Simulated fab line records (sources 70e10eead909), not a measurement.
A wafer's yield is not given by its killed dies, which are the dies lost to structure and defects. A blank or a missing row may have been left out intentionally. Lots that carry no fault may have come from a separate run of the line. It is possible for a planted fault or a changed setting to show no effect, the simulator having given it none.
Matching of chambers || flow nandHarc || NHARC_A_CONTACT_DEP_58 on pecvd-04: 3 sister chambers
The step deposits SiON, target thk 90 nm. 3 wafers are shown with their chamber, then 7 later ones without.

== EACH WAFER AND ITS CHAMBER ==
{"wafer": "L304.6", "chamber": 0, "showerheadVppV (V)": 1256}
{"wafer": "L302.1", "chamber": 2, "showerheadVppV (V)": 1273}
{"wafer": "L302.2", "chamber": 1, "showerheadVppV (V)": 1166}

== WAFERS WHOSE CHAMBER IS MISSING ==
{"wafer": "L302.5", "showerheadVppV (V)": 1288}
{"wafer": "L308.1", "showerheadVppV (V)": 1245}
{"wafer": "L308.2", "showerheadVppV (V)": 1188}
{"wafer": "L308.3", "showerheadVppV (V)": 1271}
{"wafer": "L310.4", "showerheadVppV (V)": 1268}
{"wafer": "L310.5", "showerheadVppV (V)": 1258}
{"wafer": "L310.6", "showerheadVppV (V)": 1186}

== CHAMBER TAKEN BY EACH ==
{"wafer": "L302.5", "from the rows above": "can't be placed: 2 or 0", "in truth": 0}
{"wafer": "L308.1", "from the rows above": "can't be placed: 0 or 2", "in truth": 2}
{"wafer": "L308.2", "from the rows above": 1, "in truth": 1}
{"wafer": "L308.3", "from the rows above": "can't be placed: 2 or 0", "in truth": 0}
{"wafer": "L310.4", "from the rows above": "can't be placed: 2 or 0", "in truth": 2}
{"wafer": "L310.5", "from the rows above": "can't be placed: 0 or 2", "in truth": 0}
{"wafer": "L310.6", "from the rows above": 1, "in truth": 1}
2 of 7 placed correctly. From these rows, 5 cannot be placed; in 5 the true chamber is one of the candidates. Placed wrongly: 0.
How it was worked out, from the rows above alone: a wafer's distance from a chamber is the root of the sum, over the readings, of the square of ((its reading less the chamber's mean) divided by the reading's scatter). The wafer belongs to the nearest chamber; if the next one is less than 2 further off, it can't be placed. The mean given for a chamber averages the wafers shown for that chamber. The scatter (one wafer shown for each chamber): square how far every hidden wafer sits from the nearest shown wafer, average those squares and take the square root.
